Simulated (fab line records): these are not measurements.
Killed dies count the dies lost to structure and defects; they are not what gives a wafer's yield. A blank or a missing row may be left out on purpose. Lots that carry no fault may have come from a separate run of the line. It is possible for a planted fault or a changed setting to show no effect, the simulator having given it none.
Struck lot and sound lot, side by side / flow nand harc / 14 steps out of a route of 1302
Sound: wafers L235.1, L235.3, L235.5. Wafers struck: L232.1, L232.5, L232.6. At the end, the cause is stated.
At each step with rows: each side's tool, then ch and its chambers, then its first start. Under that, the readings that differ: sound wafers / struck wafers / difference of the means / sigmas: that difference in standard deviations of wafers without a fault.
alike: a reading whose means differ by less than 2 such deviations, as well as words and numbers matching on both sides. not compared: withheld readings; readings where some wafer has no value; bounds like >300 that might hide an equal value; numbers whose values overlap and for which the record gives no deviation.
A row with sigmas, a row that says differs or no value, or rows on one side alone: a step with any of these is where the two part. Numbers that don't overlap but have no deviation are shown without sigmas and don't part them. Lack of a reading on every wafer of one side parts them only where that side has two or more wafers.

NHARC_THIN_TSV_GRIND_00:
  sound on grinder-01 ch 0, day 28 18:11; struck on grinder-01 ch 0, day 27 06:13
  alike: motor current A, slurry flow ml min
NHARC_THIN_TSV_CMP_01: polishes.
  sound on cmp-03 ch 2,3, day 28 19:24; struck on cmp-04 ch 0,1,3, day 27 07:28
  alike: motor current A, slurry flow ml min
NHARC_THIN_TSV_THK_MEAS_02: measures by ir.
  sound on film metro-02, day 28 19:40; struck on film metro-02, day 27 07:41
  alike: thk nm
then, 3 steps without rows for these wafers: NHARC_THIN_TSV_SRD_03; NHARC_THIN_TSV_PRECLEAN_41 (cleans in SC1); NHARC_THIN_TSV_SRD_42.
NHARC_THIN_TSV_DEP_43: deposits SiO2, target thk 1328.5 nm.
  sound on pecvd-01 ch 0,1,2, day 28 19:56; struck on pecvd-01 ch 0,1, day 27 07:55
  alike: rf fwd power W, throttle valve pct
then, 5 steps without rows for these wafers: NHARC_THIN_TSV_DEHYDRATE_04 (time 120 s); NHARC_THIN_TSV_HMDS_05 (time 30 s); NHARC_THIN_TSV_COAT_06; NHARC_THIN_TSV_SOFTBAKE_07 (time 95 s); NHARC_THIN_TSV_EBR_08.
NHARC_THIN_TSV_EXPOSE_09: exposes mask TSV.
  sound on krf scanner-02 ch 0, day 28 20:34; struck on krf scanner-04, day 27 08:35
  no value came back on the struck wafers for exposure dose mJ cm2, focus offset nm (nm); on the sound wafers exposure dose mJ cm2 reads 30.690 30.671 30.713
  alike: mask
then, 1 step without rows for these wafers: NHARC_THIN_TSV_PEB_10 (peb time 85 s).

WHERE THEY PART
Within this record, at NHARC_THIN_TSV_EXPOSE_09 only.

WHY: whatever the simulator had introduced
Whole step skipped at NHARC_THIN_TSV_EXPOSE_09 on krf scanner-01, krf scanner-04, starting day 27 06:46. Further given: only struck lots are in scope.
